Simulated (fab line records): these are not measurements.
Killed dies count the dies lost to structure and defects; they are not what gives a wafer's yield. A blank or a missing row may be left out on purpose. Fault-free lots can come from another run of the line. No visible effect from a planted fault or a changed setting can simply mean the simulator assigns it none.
Matching of chambers | flow n5 finfet | 3 sister chambers for N5_BEOL_M0_SAQP_PECVD_97 on pecvd-03
The step deposits SiNx from SiH4/NH3/N2, target thk 23 nm, time 19.9 s. 3 wafers are shown with their chamber, then 12 later ones without.

## EACH WAFER AND ITS CHAMBER
wafer  | chamber | throttle valve pct (%)
L085.4 | 2       | 37.6
L087.2 | 0       | 41.0
L087.5 | 1       | 38.5

## WAFERS WITHOUT THEIR CHAMBER
wafer  | throttle valve pct (%)
L088.1 | 38.5
L088.4 | 38.7
L088.5 | 41.3
L090.1 | 41.4
L090.5 | 37.3
L090.6 | 41.0
L076.2 | 41.6
L076.3 | 38.6
L076.5 | 38.6
L096.1 | 38.7
L096.3 | 35.4
L096.4 | 38.7

## CHAMBER TAKEN BY EACH
wafer  | from the rows above     | in truth
L088.1 | can't be placed: 1 or 2 | 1
L088.4 | can't be placed: 1 or 2 | 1
L088.5 | 0                       | 0
L090.1 | 0                       | 0
L090.5 | can't be placed: 2 or 1 | 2
L090.6 | 0                       | 0
L076.2 | 0                       | 0
L076.3 | can't be placed: 1 or 2 | 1
L076.5 | can't be placed: 1 or 2 | 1
L096.1 | can't be placed: 1 or 2 | 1
L096.3 | can't be placed: 2 or 1 | 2
L096.4 | can't be placed: 1 or 2 | 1
Correctly placed: 4 of 12. Cannot be placed on the basis of these rows: 8; the candidates contain the true chamber in 8. 0 placed wrongly.
How it was worked out, from the rows above alone: a wafer's distance from a chamber is the root of the sum, over the readings, of the square of ((its reading less the chamber's mean) divided by the reading's scatter). The wafer belongs to the nearest chamber; if the next one is less than 2 further off, it can't be placed. For every chamber, the mean is computed from those of its wafers that are shown. The scatter: root of mean squared gap, hidden wafer to nearest shown wafer, with one shown wafer a chamber.
